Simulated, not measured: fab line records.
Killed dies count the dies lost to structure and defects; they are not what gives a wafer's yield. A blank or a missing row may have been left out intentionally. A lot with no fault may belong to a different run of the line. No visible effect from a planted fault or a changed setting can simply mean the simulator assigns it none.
Which tool was responsible? ; flow n5-finfet ; Sampling: 11 lots, 30 wafers, 6 of 1938 route steps

## WHAT EACH GAUGE READ, for each wafer
N5_BEOL_M4_RC_MEAS_101. Usual: DIBL_N 36.1 mV/V, standard deviation 1.7; DIBL_P 35.9 mV/V, standard deviation 2.1; IOFF_N 0.154 nA/um, standard deviation 0.029; IOFF_P 0.21 nA/um, standard deviation 0.035; ION_N 673 uA/um, standard deviation 10; ION_P 463 uA/um, standard deviation 7.5; SS_N 71.6 mV/dec, standard deviation 0.59; SS_P 73.2 mV/dec, standard deviation 0.69; VT_N 250.5 mV, standard deviation 2.9; VT_P -250 mV, standard deviation 3.2.
lot;measured;on;DIBL_N (mV/V);DIBL_P (mV/V);IOFF_N (nA/um);IOFF_P (nA/um);ION_N (uA/um);ION_P (uA/um);SS_N (mV/dec);SS_P (mV/dec);VT_N (mV);VT_P (mV);flag
L447;day 8 05:05;prober-01;39.6 37.8 38.2;38.2 35.8 36.4;0.231 0.185 0.194;0.30 0.25 0.26;687 672 683;465 468 464;71.7 72.2 72.5;74.2 74.4 73.7;244.0 250.5 248.7;-247 -246 -247;
L450;day 9 14:58;prober-02;34.4 39.7 37.1;34.3 39.3 37.0;0.115 0.204 0.149;0.14 0.20 0.18;653 664 666;443 447 453;70.9 72.2 72.0;71.9 73.8 73.4;253.0 248.9 252.5;-259 -254 -256;
L451;day 9 20:05;prober-02;35.8 36.5 36.2;35.7 37.4 37.3;0.138 0.160 0.155;0.22 0.24 0.24;664 672 674;461 469 466;71.4 71.9 72.1;72.8 73.1 72.9;252.6 249.0 246.5;-250 -248 -247;
L456;day 11 12:47;prober-02;35.3 35.3 32.9;35.5 35.3 32.6;0.162 0.161 0.119;0.23 0.23 0.19;678 677 666;464 464 459;71.4 70.8 70.7;74.0 73.5 71.7;251.4 250.4 253.0;-245 -248 -247;
L458;day 11 12:33;prober-01;35.5 38.1 34.7;33.6 36.0 32.0;0.129 0.174 0.118;0.17 0.21 0.15;671 686 653;458 459 445;71.4 71.9 70.9;73.4 73.2 72.0;253.9 246.4 252.6;-256 -250 -253;
L460;day 12 03:58;prober-02;36.9 36.1 37.9;36.6 36.0 37.5;0.160 0.148 0.186;0.22 0.20 0.22;668 674 668;460 460 456;72.4 71.6 72.3;73.3 73.1 72.8;250.9 252.0 248.8;-250 -251 -253;
L457;day 11 15:58;prober-02;33.6 33.6 34.8;33.4 33.1 33.9;0.137 0.119 0.134;0.19 0.18 0.18;669 661 667;463 460 459;71.1 71.2 70.8;73.1 72.8 73.3;251.4 252.9 253.3;-253 -253 -252;
L466;day 13 14:39;prober-02;34.0 35.7;33.3 34.5;0.125 0.151;0.19 0.21;672 667;465 464;71.2 71.7;71.5 72.7;253.6 248.6;-254 -251;
L467;day 13 18:29;prober-02;36.5 35.0;35.5 33.4;0.158 0.135;0.22 0.19;676 677;468 474;71.9 71.2;72.2 72.3;247.6 251.1;-249 -250;
L468;day 14 09:39;prober-01;36.1 36.3;37.7 37.1;0.164 0.156;0.21 0.19;686 677;467 461;72.1 71.9;73.4 72.5;250.2 249.8;-251 -250;
L469;day 14 10:16;prober-02;36.6 36.2 38.7;33.7 33.5 37.3;0.141 0.131 0.171;0.17 0.17 0.21;670 669 675;458 457 456;71.2 70.7 71.6;73.6 72.3 73.7;252.5 253.5 247.2;-254 -254 -250;

## WHAT TOOL EACH LOT RAN ON (gives the tool, then ch and the chambers of the sampled wafers, and finally the start)
lot;N5_BEOL_M1_ANNEAL_87;N5_BEOL_M1_SPUTTER_88;N5_BEOL_M1_ECD_50;N5_BEOL_M1_CMP_52;N5_BEOL_M1_PRE_CLEAN_60
L447;pvd-sputter-02, day 6 18:19;pvd-sputter-02, day 6 18:27;ecd-cu-02 ch 0,1, day 6 19:26;cmp-04 ch 0,1,2, day 6 19:52;cvd-co-01 ch 0,2, day 6 20:09
L450;pvd-sputter-01, day 7 21:08;pvd-sputter-01, day 7 21:17;ecd-cu-01 ch 0,1, day 7 22:17;cmp-04 ch 0,2,3, day 7 22:40;cvd-co-01 ch 0,1, day 7 23:04
L451;pvd-sputter-02, day 7 22:46;pvd-sputter-02, day 7 22:54;ecd-cu-01 ch 0,1, day 7 23:54;cmp-01 ch 0,3, day 8 00:25;cvd-co-02 ch 0,1, day 8 00:42
L456;pvd-sputter-01, day 9 14:56;pvd-sputter-01, day 9 15:04;ecd-cu-02 ch 0,1, day 9 16:05;cmp-01 ch 1,2, day 9 16:29;cvd-co-02 ch 0,1,2, day 9 16:48
L458;pvd-sputter-03, day 9 20:05;pvd-sputter-03, day 9 20:13;ecd-cu-01 ch 0, day 9 21:13;cmp-01 ch 0,1,3, day 9 21:40;cvd-co-01 ch 0,1, day 9 21:56
L460;pvd-sputter-01, day 9 21:23;pvd-sputter-01, day 9 21:31;ecd-cu-02 ch 0,1, day 9 22:31;cmp-02 ch 0,2,3, day 9 22:56;cvd-co-01 ch 1,2, day 9 23:13
L457;pvd-sputter-01, day 9 23:13;pvd-sputter-01, day 9 23:22;ecd-cu-01 ch 0,1, day 10 00:22;cmp-04 ch 1,2, day 10 00:44;cvd-co-01 ch 0,1,2, day 10 01:05
L466;pvd-sputter-01, day 11 16:12;pvd-sputter-01, day 11 16:20;ecd-cu-02 ch 1, day 11 17:20;cmp-01 ch 2, day 11 17:57;cvd-co-01 ch 2, day 11 18:17
L467;pvd-sputter-02, day 11 18:21;pvd-sputter-02, day 11 18:29;ecd-cu-02 ch 0,1, day 11 19:31;cmp-04 ch 1,3, day 11 19:56;cvd-co-01 ch 1,2, day 11 20:13
L468;pvd-sputter-01, day 12 03:31;pvd-sputter-01, day 12 03:40;ecd-cu-02 ch 0,1, day 12 04:40;cmp-01 ch 2, day 12 06:23;cvd-co-01 ch 2, day 12 06:57
L469;pvd-sputter-02, day 12 07:04;pvd-sputter-02, day 12 07:13;ecd-cu-01 ch 0,1, day 12 08:13;cmp-02 ch 0,1,3, day 12 08:35;cvd-co-02 ch 0,1,2, day 12 08:55
- N5_BEOL_M1_ANNEAL_87: time 240 s.
- N5_BEOL_M1_SPUTTER_88: material Cu, target thk 4.5 nm, time 8.29 s.
- N5_BEOL_M1_ECD_50: material Cu, target thk 300 nm.
- N5_BEOL_M1_CMP_52: polishes, stops on SiOC, t overpolish 6.8 s, target thk 40 nm.
- N5_BEOL_M1_PRE_CLEAN_60: time 15 s.

## AS READ BY THE TOOLS THEMSELVES (means over the sampled wafers that have a number; for cases with no such wafer, the mark the record gives instead)
N5_BEOL_M1_ANNEAL_87. Usual: heater-power-w 819 W, standard deviation 68.
lot;tool;heater-power-w (W);flag
L447;pvd-sputter-02;856;
L450;pvd-sputter-01;812;
L451;pvd-sputter-02;788;
L456;pvd-sputter-01;814;
L458;pvd-sputter-03;774;
L460;pvd-sputter-01;777;
L457;pvd-sputter-01;801;
L466;pvd-sputter-01;814;
L467;pvd-sputter-02;808;
L468;pvd-sputter-01;809;
L469;pvd-sputter-02;792;

N5_BEOL_M1_SPUTTER_88. Usual: substrate-temp-c -20.01 C, standard deviation 0.1; throttle-valve-pct 30.0 %, standard deviation 1.1.
lot;tool;substrate-temp-c (C);throttle-valve-pct (%);flag
L447;pvd-sputter-02;-20.07;30.5;
L450;pvd-sputter-01;-20.04;29.6;
L451;pvd-sputter-02;-19.93;31.4;
L456;pvd-sputter-01;-20.18;29.0;
L458;pvd-sputter-03;-20.04;29.3;
L460;pvd-sputter-01;-19.99;30.5;
L457;pvd-sputter-01;-20.06;30.4;
L466;pvd-sputter-01;-20.05;29.5;
L467;pvd-sputter-02;-20.05;31.4;
L468;pvd-sputter-01;-19.94;28.9;
L469;pvd-sputter-02;-19.87;31.2;

N5_BEOL_M1_CMP_52. Usual: head-pressure-psi 1.0000 psi, standard deviation 0.0024; motor-current-A 5.9 A, standard deviation 0.56; time-to-endpoint-s 63 s, standard deviation 3.4.
lot;tool;head-pressure-psi (psi);motor-current-A (A);time-to-endpoint-s (s);flag
L447;cmp-04;0.9981;5.6;62;
L450;cmp-04;1.0004;5.5;60;
L451;cmp-01;0.9997;6.8;69;
L456;cmp-01;0.9998;5.7;61;
L458;cmp-01;1.0000;6.3;68;
L460;cmp-02;1.0022;5.9;59;
L457;cmp-04;0.9971;5.6;64;
L466;cmp-01;1.0003;6.0;47;OFF
L467;cmp-04;0.9970;5.4;50;OFF
L468;cmp-01;0.9990;5.9;49;OFF
L469;cmp-02;0.9988;5.8;62;

N5_BEOL_M1_PRE_CLEAN_60. Usual: heater-power-w 75 W, standard deviation 14.
lot;tool;heater-power-w (W);flag
L447;cvd-co-01;71;
L450;cvd-co-01;87;
L451;cvd-co-02;82;
L456;cvd-co-02;71;
L458;cvd-co-01;82;
L460;cvd-co-01;73;
L457;cvd-co-01;76;
L466;cvd-co-01;62;
L467;cvd-co-01;78;
L468;cvd-co-01;64;
L469;cvd-co-02;72;

## THE ANSWER, worked out from the rows above alone
Rule: take the mean of a lot's wafers that have a number; if it is more than 3 standard deviations from the usual mean, the lot is off. Also off: a lot with no number at a reading for which 4 or more lots have one. All remaining lots with rows at the step are treated as sound. After the gauges, taken in route order, come the tools' own readings; for these a lot's mean is taken, as printed above. At the first step where some lot is off, the reading lying furthest off is the one used; lots without a number count as furthest.
Off: L466, L467, L468 (N5_BEOL_M1_CMP_52, time-to-endpoint-s).
If a tool, at that step or one of the process steps before it, ran each lot that is off and ran no sound lot following the first of them, it fits. One candidate fits, namely ecd-cu-02 at N5_BEOL_M1_ECD_50. Its last sound lot is L460 (day 9 22:31), its first lot that is off L466 (day 11 17:20): a fault that began between those two fits.

## WHAT HAD BEEN PUT IN BY THE SIMULATOR
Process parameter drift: ecd-cu-02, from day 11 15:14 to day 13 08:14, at N5_BEOL_M1_ECD_50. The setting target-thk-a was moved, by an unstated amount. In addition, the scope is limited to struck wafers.
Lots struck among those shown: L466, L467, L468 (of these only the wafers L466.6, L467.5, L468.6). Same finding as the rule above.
